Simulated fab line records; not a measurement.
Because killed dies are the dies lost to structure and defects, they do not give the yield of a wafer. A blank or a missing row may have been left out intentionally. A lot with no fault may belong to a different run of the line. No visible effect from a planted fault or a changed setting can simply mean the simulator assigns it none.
Chamber matching -- flow n5_finfet -- N5_GATE_CUT_CMP_43 on cmp-02 has 4 sister chambers
The step polishes SiO2. 8 wafers are shown with their chamber, then 7 later ones without.

WAFERS, EACH WITH ITS CHAMBER
wafer,chamber,motor_current_A (A),slurry_filter_dp_kPa (kPa)
L077.6,3,12.0,13.32
L080.5,2,12.1,13.71
L082.1,1,13.1,13.46
L085.2,3,12.2,13.31
L085.5,1,12.4,13.45
L085.6,0,15.2,13.60
L087.2,2,12.5,13.43
L087.3,0,15.5,13.29

WAFERS MISSING THEIR CHAMBER
wafer,motor_current_A (A),slurry_filter_dp_kPa (kPa)
L087.6,12.8,13.64
L089.1,13.1,13.49
L089.4,12.4,13.72
L089.6,11.8,13.48
L091.2,13.0,13.61
L091.5,11.8,13.56
L091.6,12.7,13.39

THE CHAMBER EACH PASSED THROUGH
wafer,from the rows above,in truth
L087.6,can't be placed: 1 or 2 or 3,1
L089.1,can't be placed: 1 or 2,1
L089.4,can't be placed: 2 or 1 or 3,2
L089.6,can't be placed: 3 or 2 or 1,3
L091.2,can't be placed: 1 or 2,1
L091.5,can't be placed: 2 or 3 or 1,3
L091.6,can't be placed: 1 or 2 or 3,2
Placed correctly: 0 of 7. From these rows, 7 cannot be placed; in 7 the true chamber is one of the candidates. 0 placed wrongly.
How it was worked out, from the rows above alone: a wafer's distance from a chamber is the root of the sum, over the readings, of the square of ((its reading less the chamber's mean) divided by the reading's scatter). If the next closest chamber is less than 2 further off than the closest, the wafer can't be placed; otherwise it belongs to the closest. Each chamber's mean is taken over the wafers shown for it. The scatter: the root of (the sum of the squares of (reading less its chamber's mean) over the shown wafers, divided by (wafers less chambers)).
